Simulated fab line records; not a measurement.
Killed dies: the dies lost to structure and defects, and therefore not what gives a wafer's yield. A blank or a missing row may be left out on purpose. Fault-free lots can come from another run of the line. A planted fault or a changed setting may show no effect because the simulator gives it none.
Chamber matching	flow n5_finfet	N5_BEOL_M4_STRIP_36 on rie_diel-06: 4 sister chambers
The step strips in N2/H2. 14 wafers are shown with their chamber, then 7 later ones without.

## WAFERS WITH THEIR CHAMBER
wafer	chamber	showerhead_plenum_p_Torr (Torr)	drypump_motor_current_A (A)	throttle_valve_pct (%)
L074.2	3	2.41	6.2	24.04
L074.3	1	2.52	5.6	23.28
L074.5	3	2.41	6.2	24.03
L078.1	0	2.70	5.3	23.61
L078.3	2	2.48	5.7	23.37
L078.5	3	2.41	6.2	24.02
L079.3	3	2.41	6.2	24.02
L079.4	3	2.41	6.2	24.01
L079.6	0	2.69	5.3	23.62
L080.1	2	2.48	5.7	23.40
L080.3	1	2.52	5.6	23.27
L080.4	0	2.69	5.3	23.62
L081.1	2	2.48	5.7	23.41
L081.2	3	2.40	6.1	24.04

SIGNATURES (means of the wafers above)
reading	chamber 0	chamber 1	chamber 2	chamber 3	scatter within a chamber
showerhead_plenum_p_Torr	2.6933	2.5200	2.4800	2.4083	0.00387
drypump_motor_current_A	5.300	5.600	5.700	6.183	0.0289
throttle_valve_pct	23.6167	23.2750	23.3933	24.0267	0.0131
Rule: a wafer lies at a distance from a chamber equal to the root of the sum of squares, over the readings, of (its reading less the chamber's mean, divided by the reading's scatter). The wafer belongs to the nearest chamber; if the next one is less than 2 further off, it can't be placed. The scatter: take each reading less its chamber's mean, square it, sum over the shown wafers, divide by the number of wafers less the number of chambers, and take the root.

## WAFERS WITH NO CHAMBER GIVEN
wafer	showerhead_plenum_p_Torr (Torr)	drypump_motor_current_A (A)	throttle_valve_pct (%)
L081.5	2.40	6.1	24.06
L083.1	2.40	6.2	24.04
L083.3	2.52	5.6	23.27
L083.6	2.52	5.6	23.29
L093.1	2.72	6.2	23.71
L093.3	2.47	5.7	23.44
L093.6	2.68	5.3	23.65

## THE CHAMBER EACH PASSED THROUGH
wafer	from the rows above	in truth
L081.5	3	3
L083.1	3	3
L083.3	1	1
L083.6	1	1
L093.1	0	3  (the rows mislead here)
L093.3	2	2
L093.6	0	0
6 of 7 placed correctly. Not placeable from these rows: 0. Wrongly placed: 1.
